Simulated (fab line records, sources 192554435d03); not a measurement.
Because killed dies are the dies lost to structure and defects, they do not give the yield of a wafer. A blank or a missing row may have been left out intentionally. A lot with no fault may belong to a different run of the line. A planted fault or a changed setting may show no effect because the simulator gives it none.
Code-filled problem report in 8D (eight disciplines) form	flow n5Finfet	the parts of the form that need people (team, actions taken, sign-off) are left out

1. WHAT WENT WRONG
rawDefectCount at N5_BEOL_M6_INSPECT_30 reads a mean of 1361 on 1 wafer of 1 lot; wafers without a fault read 439 with a standard deviation of 84. Measured from the usual mean, that is +11 standard deviations.
The step: inspects for defects (brightfield).
First observed at day 13 06:21: wafer L200.5, on defectInspect-01. The record holds 29 wafers of 10 lots with a number at this step. Rule for "out" (also "out of limits"): further than 4 standard deviations from the usual mean. All remaining wafers that have a number are taken as sound.

2. WHAT IT IS; WHAT IT IS NOT
question	is	is not
which readings at this step	rawDefectCount	-
which lots	L200	L187, L191, L192, L193, L194, L199, L205, L206, L207
which wafers of those lots	L200.5	L200.1, L200.3
read on which gauges	defectInspect-01	defectInspect-02
when	from day 13 06:21	up to then (20 sound wafers); but 8 sound wafers of L205, L206, L207 came after

3. WHAT RULES OUT EACH SUSPECT
Counting: if a tool at a process step up to the reading ran every lot that is out, it stays a suspect. Sound lots after the first of them don't rule it out here, since some wafers of a struck lot are sound.
- the gauge at N5_BEOL_M6_INSPECT_30 has been ruled out. All the wafers that are out were read on defectInspect-01, but those of them that N5_PASSIVATION_PROBE_49 has rows for are out there too, on other tools.
- pvdSputter-01 at N5_BEOL_M5_ANNEAL_89 (time 1800 s): kept. It ran the lot that is out, L200 (day 13 00:53); its last sound lot up to then is L187 (day 9 14:46).
- pvdSputter-01 at N5_BEOL_M5_SPUTTER_90 (material Cu, target thk 4.5 nm, time 8.29 s): kept. It ran the lot that is out, L200 (day 13 01:53); its last sound lot up to then is L187 (day 9 15:46).
- pvdSputter-01 at N5_BEOL_M6_HM_DEP_02 (deposits TiN, target thk 20 nm): kept. It ran the lot that is out, L200 (day 13 04:28); its last sound lot up to then is L199 (day 12 13:08).
- rieDiel-01 at N5_BEOL_M6_ETCH_61 (etches SiARC in CF4, target depth 45.5 nm, time 75.8 s): kept. It ran the lot that is out, L200 (day 13 05:09); its last sound lot up to then is L192 (day 11 01:45).
- In rieDiel-01 at N5_BEOL_M6_ETCH_61, the wafers that are out were processed in chamber 1 and their sound lot-mates in chambers 0, 2.
Left after counting: pvdSputter-01 at N5_BEOL_M5_ANNEAL_89, pvdSputter-01 at N5_BEOL_M5_SPUTTER_90, pvdSputter-01 at N5_BEOL_M6_HM_DEP_02, rieDiel-01 at N5_BEOL_M6_ETCH_61.

4. THE CAUSE (what the simulator had put in)
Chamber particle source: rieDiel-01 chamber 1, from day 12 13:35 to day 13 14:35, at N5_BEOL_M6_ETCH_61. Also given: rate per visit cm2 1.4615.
After counting, 4 suspects remain, this tool included.

5. SEQUENCE OF EFFECTS, ordered by route
Rows list readings where the struck wafers' mean (over those with a number) sits beyond 3 standard deviations from the usual. Only readings for which the record gives a usual standard deviation are gone through. hours: the time from each lot's start at the first step in this table that gives one to its start at this step, as a median over the lots. sigmas: the change in usual standard deviations.
hours	step	reading	usual	on struck wafers	change	sigmas
0	N5_BEOL_M6_INSPECT_30	rawDefectCount	439	1361	+922	+11
92	N5_PASSIVATION_PROBE_49	defectLimitedYield	91.4 %	81.1	-10.3	-6.9
92	N5_PASSIVATION_PROBE_49	killed_at_M4_up	15	148	+133	+22
92	N5_PASSIVATION_PROBE_49	killedDies	101	223	+122	+6.8
92	N5_PASSIVATION_PROBE_49	sort_bin_5_function	5.0 %	11.9	+6.9	+7.1
92	N5_PASSIVATION_PROBE_49	sortNPass	1079	957	-122	-6.8
92	N5_PASSIVATION_PROBE_49	sortYieldPct	91.4 %	81.1	-10.3	-6.9
It contains these process steps:
- N5_PASSIVATION_PROBE_49

6. WHAT WOULD HAVE CAUGHT IT SOONER
In this record the first reading out of limits at a measuring or inspecting step was taken at day 13 06:21, 17 hours after the fault began at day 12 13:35.
An alarm limit of 4 standard deviations would not have fired on the tool readings at N5_BEOL_M6_ETCH_61 for which the record gives a usual standard deviation, since none of them was out on any struck wafer.
The start of N5_BEOL_M6_ETCH_61 on rieDiel-01 came by day 13 06:21 for every one of the lots that are out (1). Tool hold at that time: it would have spared none of them.
